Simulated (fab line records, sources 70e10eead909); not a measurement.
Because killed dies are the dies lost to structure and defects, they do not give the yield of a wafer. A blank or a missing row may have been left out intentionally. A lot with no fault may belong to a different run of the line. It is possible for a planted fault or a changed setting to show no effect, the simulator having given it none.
fab line records + flow nandHarc
[record]
- lots = 6
- wafers = 18
- lastDay = 33
route steps=1302 shown P_ZERO_WELL@52 END@1302
lots untouched by any fault: they come from a run of this same line in which no faults occurred
startH: the number of hours between the record's first day and the start of the first shown wafer of the lot + waitH: hours since the lot's step before + " same as the row above + L1.1+2: several wafers, shown together as one row + - no value present, or no start provided + * or withheld: withheld + < > ~ a bound
route shown NAME@n: names a module that has steps shown in the file, with the first one's number in the route + usual: average and standard deviation across the fault-free wafers + same: alike in all rows + chamber/n: place in a boat + sites: each site's reading + _std_site: the values' standard deviation + _edge_site: inner sites' mean taken away from outer sites' mean + radiusMm: how far each site lies from the wafer's centre + mask NAME#n: copy n + behind: the last tool/chamber to shape the wafer + hold: the reason the lot was held/the length of the hold in hours/how it ended + device: the transistor (n, p or np) that didn't switch + end of line: tests run on the same wafers once the route is complete + where a step has no rows: the recipe by itself + killed: at the first sort, the dies lost to defects and structure; wafer yield is something else + map: a wafer's dies, x killed, . not, _ none there
set.NAME: setting as actually run; set.NAME@STEP: the setting as run at that earlier step + model.NAME: the simulator's own value behind a step, which no gauge read
lots at selected steps of the route; one table per step, one row per wafer
services: from which hour (startH, from the record's first day; less than 0 if before it) a tool's chamber was out of use, for how many hours, and why
[[steps]]
[step NHARC_P_ZERO_WELL_HMDS_45]
[recipe]
- timeS = 30
[step NHARC_P_ZERO_WELL_COAT_46]
[recipe]
- spinRpm = withheld
[step NHARC_P_ZERO_WELL_SOFTBAKE_47]
[recipe]
- tempC = 122
- timeS = 95
[step NHARC_P_ZERO_WELL_EBR_48]
[step NHARC_P_ZERO_WELL_EXPOSE_49]
[recipe]
- na = 0.6
- targetCdNm = 2000
- doseMj = 22.64
- maskId = P_HVPW
[step NHARC_P_ZERO_WELL_PEB_50]
[recipe]
- pebTempC = 118
- pebTimeS = 85
[step NHARC_P_ZERO_WELL_DEVELOP_51]
[recipe]
- timeS = 70
[step NHARC_P_ZERO_WELL_CD_MEAS_52]
[recipe]
- targetCdNm = 2000
- landingEnergyEv = 500
[usual]
- cdNm = 1999.3/1.6
| lot.wafer | tool     | chamber | startH | waitH | cdNm   |
|-----------|----------|---------|--------|-------|--------|
| L395.2    | cdSem-02 | 0       | 45.74  | -     | 1996.5 |
| L395.3    | "        | 0       | "      | "     | 1998.2 |
| L395.6    | "        | 0       | "      | "     | 1999.1 |
| L403.1    | cdSem-01 | 0       | 125.79 | -     | 2001.3 |
| L403.3    | "        | 0       | "      | "     | 2000.8 |
| L403.6    | "        | 0       | "      | "     | 2002.4 |
| L409.2    | cdSem-01 | 0       | 185.65 | -     | 1999.7 |
| L409.3    | "        | 0       | "      | "     | 2002.1 |
| L409.4    | "        | 0       | "      | "     | 2001.3 |
| L410.1    | cdSem-01 | 0       | 195.91 | -     | 1998.9 |
| L410.4    | "        | 0       | "      | "     | 2002.4 |
| L410.5    | "        | 0       | "      | "     | 2000.1 |
| L413.3    | cdSem-03 | 0       | 225.87 | -     | 1998.3 |
| L413.5    | "        | 0       | "      | "     | 1999.9 |
| L413.6    | "        | 0       | "      | "     | 2002.1 |
| L416.1    | cdSem-03 | 0       | 255.73 | -     | 1999.0 |
| L416.3    | "        | 0       | "      | "     | 1999.5 |
| L416.6    | "        | 0       | "      | "     | 1999.3 |
[step NHARC_P_ZERO_WELL_HARDBAKE_53]
[recipe]
- tempC = 125
- timeS = 80
[step NHARC_P_ZERO_WELL_DESCUM_54]
[recipe]
- timeS = 3
- o2FlowSccm = 200
- arFlowSccm = 0
- biasPowerW = 0
- chemistry = O2
[usual]
- chamberPressureMTorr = 60.00/0.058
- drypumpMotorCurrentA = 5.8/0.39
- oesProductAu = 1.002/0.0096
- rfVppV = 57.8/0.94
- showerheadPlenumPTorr = 1.93/0.086
- throttleValvePct = 11.310/0.0084
| lot.wafer | tool       | chamber | startH | waitH | chamberPressureMTorr | drypumpMotorCurrentA | oesProductAu | rfHoursCounterH | rfVppV | showerheadPlenumPTorr | throttleValvePct |
|-----------|------------|---------|--------|-------|----------------------|----------------------|--------------|-----------------|--------|-----------------------|------------------|
| L395.3    | rieDiel-09 | 3       | 45.99  | -     | 59.97                | 5.0                  | 0.999        | 23              | 57.6   | 1.87                  | 11.321           |
| L395.2    | "          | 0       | "      | "     | 60.03                | 6.2                  | 1.003        | 24              | 56.0   | 1.77                  | 11.302           |
| L395.6    | "          | 2       | "      | "     | 60.08                | 6.3                  | 1.003        | -               | 59.3   | 2.03                  | 11.315           |
| L403.3    | rieDiel-02 | 0       | 125.96 | -     | 60.07                | 6.3                  | 1.002        | 18              | 58.2   | 1.84                  | 11.315           |
| L403.1    | "          | 1       | "      | "     | 60.03                | 5.1                  | 1.002        | 23              | 57.6   | 2.02                  | 11.328           |
| L403.6    | "          | 0       | "      | "     | 59.96                | 6.3                  | 1.009        | -               | 56.3   | 1.84                  | 11.321           |
| L409.4    | rieDiel-02 | 3       | 185.84 | -     | 59.99                | 5.7                  | 1.000        | 49              | 57.7   | 1.95                  | 11.307           |
| L409.2    | "          | 0       | "      | "     | 59.92                | 6.3                  | 1.012        | 49              | 56.9   | 1.83                  | 11.306           |
| L409.3    | "          | 1       | "      | "     | 60.04                | 5.1                  | 0.993        | 52              | 58.5   | 2.01                  | 11.303           |
| L410.1    | rieDiel-09 | 0       | 196.07 | -     | 59.98                | 6.2                  | 1.005        | 17              | 59.4   | 2.07                  | 11.301           |
| L410.4    | "          | 3       | "      | "     | 59.97                | 5.0                  | 1.007        | 16              | 58.3   | 1.85                  | 11.308           |
| L410.5    | "          | 0       | "      | "     | 60.06                | 6.2                  | 1.002        | -               | 59.7   | 2.07                  | 11.304           |
| L413.3    | rieDiel-02 | 1       | 226.05 | -     | 59.93                | 5.1                  | 1.002        | 0               | 58.0   | 2.01                  | 11.304           |
| L413.5    | "          | 3       | "      | "     | 60.05                | 5.7                  | 0.998        | -               | 58.6   | 1.95                  | 11.320           |
| L413.6    | "          | 0       | "      | "     | 60.04                | 6.3                  | 0.996        | -               | 56.9   | 1.83                  | 11.304           |
| L416.1    | rieDiel-09 | 1       | 255.90 | -     | 60.01                | 5.5                  | 1.021        | 34              | 58.3   | 1.95                  | 11.322           |
| L416.3    | "          | 3       | "      | "     | 60.09                | 5.0                  | 1.015        | 38              | 57.0   | 1.85                  | 11.317           |
| L416.6    | "          | 1       | "      | "     | 60.03                | 5.5                  | 1.022        | -               | 57.2   | 1.95                  | 11.312           |
[step NHARC_P_ZERO_WELL_IMPLANT_55]
[recipe]
- energyKev = 180
- doseCm2 = 8e+11
- tiltDeg = 7
[step NHARC_P_ZERO_WELL_IMPLANT_61]
[recipe]
- energyKev = 30
- doseCm2 = 5e+11
- tiltDeg = 7
[step NHARC_P_ZERO_WELL_STRIP_56]
[recipe]
- timeS = 840
- tempC = 130
- chemistry = SPM
[usual]
- bathGuardTempC = 130.1/0.62
- bathHeatDutyPct = 14.9/1.5
- tempC = 130.01/0.13
| lot.wafer | tool        | chamber | startH | waitH | bathGuardTempC | bathHeatDutyPct | tempC  |
|-----------|-------------|---------|--------|-------|----------------|-----------------|--------|
| L395.2    | wetBench-03 | 2       | 46.50  | 0.2   | 129.6          | 15.5            | 130.15 |
| L395.3    | "           | 4       | "      | "     | 130.0          | 15.2            | 130.02 |
| L395.6    | "           | 6       | "      | "     | 130.2          | 16.8            | 129.98 |
| L403.1    | wetBench-01 | 5       | 126.51 | 0.2   | 129.8          | 14.7            | 130.09 |
| L403.3    | "           | 7       | "      | "     | 130.3          | 14.6            | 129.91 |
| L403.6    | "           | 0       | "      | "     | 129.4          | 12.9            | 130.07 |
| L409.3    | wetBench-03 | 1       | 186.40 | 0.1   | -              | -               | -      |
| L409.2    | "           | 2       | "      | "     | -              | -               | -      |
| L409.4    | "           | 4       | "      | "     | -              | -               | -      |
| L410.1    | wetBench-03 | 5       | 196.61 | 0.2   | -              | -               | -      |
| L410.4    | "           | 1       | "      | "     | -              | -               | -      |
| L410.5    | "           | 2       | "      | "     | -              | -               | -      |
| L413.6    | wetBench-01 | 1       | 226.56 | 0.0   | 130.2          | 16.0            | 129.92 |
| L413.5    | "           | 4       | "      | "     | 129.2          | 15.7            | 130.20 |
| L413.3    | "           | 6       | "      | "     | 130.1          | 16.7            | 130.15 |
| L416.6    | wetBench-01 | 6       | 256.43 | 0.0   | 130.2          | 16.1            | 129.85 |
| L416.3    | "           | 7       | "      | "     | 130.3          | 14.3            | 130.30 |
| L416.1    | "           | 0       | "      | "     | 129.8          | 14.4            | 129.82 |
[step NHARC_P_ZERO_WELL_PRECLEAN_68]
[recipe]
- timeS = 60
- tempC = 50
- bathAgeMin = 0
- chemistry = SC1
[step NHARC_END_SORT_01]
[recipe]
- tempC = 25
[usual]
- killedAtArray = 58/18
- killedAtOther = 1.0/1.5
- killedAtPeriphery = 4/3.1
- killedDies = 64/18
- killedOpen = 3.4/1.9
- killedShort = 2.7/1.7
[same]
- grossDies = 677
| lot.wafer | tool      | chamber | startH | waitH | killedAtArray | killedAtOther | killedAtPeriphery | killedDies | killedOpen | killedShort |
|-----------|-----------|---------|--------|-------|---------------|---------------|-------------------|------------|------------|-------------|
| L395.2    | prober-02 | 0       | 593.89 | 2.8   | 42            | 3             | 8                 | 53         | 2          | 4           |
| L395.3    | prober-02 | 0       | 594.68 | 3.1   | 39            | 0             | 4                 | 43         | 6          | 2           |
| L395.6    | prober-02 | 0       | 597.05 | 4.0   | 30            | 2             | 12                | 44         | 1          | 2           |
| L410.1    | prober-02 | 0       | 728.92 | 2.5   | 71            | 1             | 605               | 677        | 0          | 1           |
| L410.4    | prober-02 | 0       | 731.31 | 3.4   | 70            | 0             | 607               | 677        | 4          | 2           |
| L410.5    | prober-02 | 0       | 732.11 | 3.7   | 65            | 0             | 612               | 677        | 4          | 4           |
| L409.2    | prober-01 | 0       | 744.18 | 2.8   | 75            | 1             | 601               | 677        | 4          | 5           |
| L409.3    | prober-01 | 0       | 744.99 | 3.1   | 72            | 2             | 603               | 677        | 4          | 0           |
| L409.4    | prober-01 | 0       | 745.81 | 3.4   | 67            | 0             | 610               | 677        | 1          | 3           |
// killed by level:class
L395.2 A_SLIT:chamberFilmFlake=25 A_CHANNEL_HOLE_D2:chamberFilmFlake=6 P_GATE:chamberFilmFlake=4 A_CONTACT:chamberFilmFlake=4 A_STAIRCASE:chamberFilmFlake=3 THIN_TSV:chamberFilmFlake=3 P_M0:geometricParticle:open=2 P_CONTACT:geometricParticle:short=1
L395.3 A_SLIT:chamberFilmFlake=20 A_CHANNEL_HOLE_D2:chamberFilmFlake=6 P_GATE:chamberFilmFlake=4 A_ONON_D2:geometricParticle:open=2 A_CHANNEL_FILL_D1:geometricParticle:short=1 A_CHANNEL_FILL_D1:geometricParticle:open=1 A_DECK1_JOINT:geometricParticle:open=1 A_CHANNEL_HOLE_D2:geometricParticle:open=1
L395.6 A_SLIT:chamberFilmFlake=16 P_GATE:chamberFilmFlake=10 A_CHANNEL_HOLE_D2:chamberFilmFlake=8 A_CHANNEL_HOLE_D1:chamberFilmFlake=2 A_CHANNEL_FILL_D1:geometricParticle:open=1 A_CHANNEL_HOLE_D2:geometricParticle:short=1 P_ZERO_WELL:chamberFilmFlake=1 P_BONDPAD:chamberFilmFlake=1
L410.1 P_ZERO_WELL:areaStrip=603 A_SLIT:chamberFilmFlake=29 A_CHANNEL_HOLE_D2:chamberFilmFlake=20 A_CONTACT:chamberFilmFlake=8 A_STAIRCASE:chamberFilmFlake=6 A_CHANNEL_HOLE_D1:chamberFilmFlake=4 A_CHANNEL_FILL_D1:chamberFilmFlake=3 A_CHANNEL_FILL_D1:geometricParticle:short=1
L410.4 P_ZERO_WELL:areaStrip=603 A_SLIT:chamberFilmFlake=31 A_CHANNEL_HOLE_D2:chamberFilmFlake=11 A_CONTACT:chamberFilmFlake=10 A_CHANNEL_HOLE_D1:chamberFilmFlake=6 A_M0:geometricParticle:open=3 A_CHANNEL_FILL_D1:chamberFilmFlake=3 A_STAIRCASE:chamberFilmFlake=3
L410.5 P_ZERO_WELL:areaStrip=608 A_SLIT:chamberFilmFlake=18 A_CHANNEL_HOLE_D2:chamberFilmFlake=16 A_CONTACT:chamberFilmFlake=8 A_CHANNEL_HOLE_D1:chamberFilmFlake=7 A_STAIRCASE:chamberFilmFlake=7 P_ZERO_WELL:chamberFilmFlake=2 P_M0:geometricParticle:short=1
L409.2 P_ZERO_WELL:areaStrip=596 A_CHANNEL_HOLE_D1:chamberFilmFlake=29 A_CHANNEL_HOLE_D2:chamberFilmFlake=22 A_CONTACT:chamberFilmFlake=6 A_STAIRCASE:chamberFilmFlake=4 A_SLIT:chamberFilmFlake=3 P_STI:chamberFilmFlake=2 A_CHANNEL_FILL_D1:chamberFilmFlake=2
L409.3 P_ZERO_WELL:areaStrip=601 A_CHANNEL_HOLE_D1:chamberFilmFlake=27 A_CHANNEL_HOLE_D2:chamberFilmFlake=23 A_STAIRCASE:chamberFilmFlake=7 A_CONTACT:chamberFilmFlake=6 A_SLIT:chamberFilmFlake=6 P_CONTACT:geometricParticle:open=1 P_M0:geometricParticle:open=1
L409.4 P_ZERO_WELL:areaStrip=609 A_CHANNEL_HOLE_D1:chamberFilmFlake=27 A_CHANNEL_HOLE_D2:chamberFilmFlake=17 A_SLIT:chamberFilmFlake=6 A_CONTACT:chamberFilmFlake=6 A_STAIRCASE:chamberFilmFlake=4 A_CHANNEL_FILL_D2:geometricParticle:short=2 A_CHANNEL_FILL_D1:chamberFilmFlake=2
// map L409.2 (x killed, . not)
____________x____________
_________xxxxxxx_________
_______xxxxxxxxxxx_______
______xxxxxxxxxxxxx______
_____xxxxxxxxxxxxxxx_____
____xxxxxxxxxxxxxxxxx____
____xxxxxxxxxxxxxxxxx____
___xxxxxxxxxxxxxxxxxxx___
___xxxxxxxxxxxxxxxxxxx___
__xxxxxxxxxxxxxxxxxxxxx__
__xxxxxxxxxxxxxxxxxxxxx__
_xxxxxxxxxxxxxxxxxxxxxxx_
_xxxxxxxxxxxxxxxxxxxxxxx_
_xxxxxxxxxxxxxxxxxxxxxxx_
_xxxxxxxxxxxxxxxxxxxxxxx_
_xxxxxxxxxxxxxxxxxxxxxxx_
xxxxxxxxxxxxxxxxxxxxxxxxx
xxxxxxxxxxxxxxxxxxxxxxxxx
xxxxxxxxxxxxxxxxxxxxxxxxx
xxxxxxxxxxxxxxxxxxxxxxxxx
xxxxxxxxxxxxxxxxxxxxxxxxx
_xxxxxxxxxxxxxxxxxxxxxxx_
_xxxxxxxxxxxxxxxxxxxxxxx_
_xxxxxxxxxxxxxxxxxxxxxxx_
_xxxxxxxxxxxxxxxxxxxxxxx_
_xxxxxxxxxxxxxxxxxxxxxxx_
__xxxxxxxxxxxxxxxxxxxxx__
__xxxxxxxxxxxxxxxxxxxxx__
___xxxxxxxxxxxxxxxxxxx___
___xxxxxxxxxxxxxxxxxxx___
____xxxxxxxxxxxxxxxxx____
____xxxxxxxxxxxxxxxxx____
_____xxxxxxxxxxxxxxx_____
______xxxxxxxxxxxxx______
_______xxxxxxxxxxx_______
_________xxxxxxx_________
____________x____________
// map L410.1 (x killed, . not)
____________x____________
_________xxxxxxx_________
_______xxxxxxxxxxx_______
______xxxxxxxxxxxxx______
_____xxxxxxxxxxxxxxx_____
____xxxxxxxxxxxxxxxxx____
____xxxxxxxxxxxxxxxxx____
___xxxxxxxxxxxxxxxxxxx___
___xxxxxxxxxxxxxxxxxxx___
__xxxxxxxxxxxxxxxxxxxxx__
__xxxxxxxxxxxxxxxxxxxxx__
_xxxxxxxxxxxxxxxxxxxxxxx_
_xxxxxxxxxxxxxxxxxxxxxxx_
_xxxxxxxxxxxxxxxxxxxxxxx_
_xxxxxxxxxxxxxxxxxxxxxxx_
_xxxxxxxxxxxxxxxxxxxxxxx_
xxxxxxxxxxxxxxxxxxxxxxxxx
xxxxxxxxxxxxxxxxxxxxxxxxx
xxxxxxxxxxxxxxxxxxxxxxxxx
xxxxxxxxxxxxxxxxxxxxxxxxx
xxxxxxxxxxxxxxxxxxxxxxxxx
_xxxxxxxxxxxxxxxxxxxxxxx_
_xxxxxxxxxxxxxxxxxxxxxxx_
_xxxxxxxxxxxxxxxxxxxxxxx_
_xxxxxxxxxxxxxxxxxxxxxxx_
_xxxxxxxxxxxxxxxxxxxxxxx_
__xxxxxxxxxxxxxxxxxxxxx__
__xxxxxxxxxxxxxxxxxxxxx__
___xxxxxxxxxxxxxxxxxxx___
___xxxxxxxxxxxxxxxxxxx___
____xxxxxxxxxxxxxxxxx____
____xxxxxxxxxxxxxxxxx____
_____xxxxxxxxxxxxxxx_____
______xxxxxxxxxxxxx______
_______xxxxxxxxxxx_______
_________xxxxxxx_________
____________x____________
[[services]]
| tool        | chamber | startH | hours | kind      |
|-------------|---------|--------|-------|-----------|
| rieDiel-09  | 0       | 24.43  | -     | clean     |
| rieDiel-09  | 1       | 24.43  | -     | clean     |
| rieDiel-09  | 2       | 24.43  | -     | clean     |
| rieDiel-09  | 3       | 24.43  | -     | clean     |
| wetBench-03 | -       | 34.40  | 8.0   | pm        |
| rieDiel-02  | -       | 39.83  | 9.0   | pm        |
| rieDiel-02  | 0       | 39.83  | 9.0   | ventCycle |
| rieDiel-02  | 1       | 39.83  | 9.0   | ventCycle |
| rieDiel-02  | 2       | 39.83  | 9.0   | ventCycle |
| rieDiel-02  | 0       | 56.56  | 6.6   | repair    |
| rieDiel-09  | 0       | 58.54  | 12.4  | repair    |
| rieDiel-02  | 2       | 80.54  | 1.2   | repair    |
| rieDiel-09  | -       | 82.48  | 0.4   | repair    |
| wetBench-01 | -       | 101.60 | 8.0   | pm        |
| rieDiel-09  | 3       | 115.86 | 2.5   | repair    |
| wetBench-03 | -       | 130.00 | 8.0   | repair    |
| rieDiel-09  | -       | 143.44 | 9.0   | pm        |
| rieDiel-02  | 1       | 178.38 | 1.9   | repair    |
| rieDiel-09  | 3       | 184.09 | 7.9   | repair    |
| rieDiel-02  | 3       | 190.03 | 5.8   | repair    |
| wetBench-03 | -       | 210.40 | 8.0   | pm        |
| rieDiel-02  | -       | 217.00 | 9.0   | pm        |
| rieDiel-02  | -       | 248.82 | 0.7   | repair    |
| rieDiel-09  | -       | 254.12 | 1.5   | repair    |
[[key]]
[firstSign]
- step = NHARC_P_ZERO_WELL_STRIP_56
- reading = toolRecord
- direction = missing
[effect]
- step = NHARC_END_SORT_01
- reading = killedAtPeriphery
- direction = up
- sigmas = 99+
- usual = 4
- struck = 606
[moreKillsBornAt]
- NHARC_P_ZERO_WELL_STRIP_56@wetBench-03 = 3620
metAt NHARC_P_ZERO_WELL_STRIP_56
struckWafers L409.2,L409.3,L409.4,L410.1,L410.4,L410.5
laterRowsLeftOut L409.2,L409.3,L409.4,L410.1,L410.4,L410.5
testerLeftOut L409,L410
onsetBetween 46.50 186.40
[fault]
- kind = skippedStepWhole
- tool = wetBench-03
- chamber = -
- onsetH = 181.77
- steps = NHARC_P_ZERO_WELL_STRIP_56
- scope = struckLotsOnly
// testerLeftOut: of these lots the tester's yield and bins aren't shown, on N5 and GAA mostly nor the transistor test; their killed dies are dies lost to structure and defects alone, not to doping, threshold or leakage, so they don't give the yield
// laterRowsLeftOut: the simulator's readings of these wafers behind a module that went badly wrong aren't trusted and aren't shown, but for the sort
